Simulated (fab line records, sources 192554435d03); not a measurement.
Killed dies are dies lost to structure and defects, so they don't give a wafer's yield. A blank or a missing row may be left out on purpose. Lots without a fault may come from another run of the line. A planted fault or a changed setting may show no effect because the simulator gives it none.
Which tool did it? | flow n5_finfet | 11 lots, 33 wafers sampled, at 3 steps of a route of 1938

WHAT THE GAUGES READ, wafer by wafer
N5_MIM_BOT_LITHO_OVL_MEAS_11.
lot  | measured     | on         | MIM_BOT_OVL (nm)
L943 | day 11 22:49 | overlay-01 | 5 -4 -3
L944 | day 11 23:56 | overlay-02 | -5 0 1
L947 | day 13 05:29 | overlay-01 | -2 2 -3
L950 | day 13 23:02 | overlay-02 | -2 -6 -5
L953 | day 14 17:38 | overlay-02 | -5 4 -5
L959 | day 16 07:35 | overlay-02 | -2 6 -4
L964 | day 17 09:17 | overlay-02 | -3 -7 -9
L962 | day 17 09:55 | overlay-01 | -5 -3 -1
L965 | day 18 00:06 | overlay-02 | -7 2 -8
L963 | day 18 08:45 | overlay-01 | -2 -3 -6
L966 | day 18 13:01 | overlay-01 | 0 1 2

WHICH TOOL RAN EACH LOT (tool, then ch and the chambers of the sampled wafers, then the start)
lot  | N5_BEOL_M15_DEGAS_41         | N5_MIM_TOP_ETCH_ETCH_00
L943 | pvd_sputter-03, day 11 14:18 | rie_metal-01 ch 0,1, day 11 22:05
L944 | pvd_sputter-03, day 11 15:51 | rie_metal-03 ch 1, day 11 23:13
L947 | pvd_sputter-02, day 12 23:31 | rie_metal-01 ch 0,1, day 13 04:53
L950 | pvd_sputter-03, day 13 16:02 | rie_metal-01 ch 1, day 13 21:49
L953 | pvd_sputter-03, day 14 09:58 | rie_metal-03 ch 0,1, day 14 16:55
L959 | pvd_sputter-01, day 15 23:42 | rie_metal-01 ch 0,1, day 16 06:52
L964 | pvd_sputter-02, day 17 00:03 | rie_metal-02 ch 0,1, day 17 08:32
L962 | pvd_sputter-02, day 17 00:39 | rie_metal-03 ch 0,1, day 17 09:13
L965 | pvd_sputter-03, day 17 17:05 | rie_metal-01 ch 1, day 17 23:21
L963 | pvd_sputter-01, day 18 01:09 | rie_metal-01 ch 0,1, day 18 08:02
L966 | pvd_sputter-02, day 18 07:13 | rie_metal-03 ch 0,1, day 18 12:12
- N5_BEOL_M15_DEGAS_41: time 60 s.
- N5_MIM_TOP_ETCH_ETCH_00: etches TiN in Cl2/BCl3, target depth 38.5 nm.

THE ANSWER, worked out from the rows above alone
Rule: what is usual is taken from the lots themselves. Put in order of their means at a reading, lots are off if they are a third of the lots or fewer, leave a main group of 4 or more, and stand apart from it by a gap of 3 or more times the standard deviation of the main group's means; of several such gaps the widest counts. A main group whose means are all the same, to the digits that the tables above print for the reading, isn't used. A lot without any number at a reading at which 4 lots or more have one is off too. The other lots that the step has rows for count as sound.
No lot is off at any reading shown: from this, nothing can be told.

WHAT THE SIMULATOR HAD PUT IN
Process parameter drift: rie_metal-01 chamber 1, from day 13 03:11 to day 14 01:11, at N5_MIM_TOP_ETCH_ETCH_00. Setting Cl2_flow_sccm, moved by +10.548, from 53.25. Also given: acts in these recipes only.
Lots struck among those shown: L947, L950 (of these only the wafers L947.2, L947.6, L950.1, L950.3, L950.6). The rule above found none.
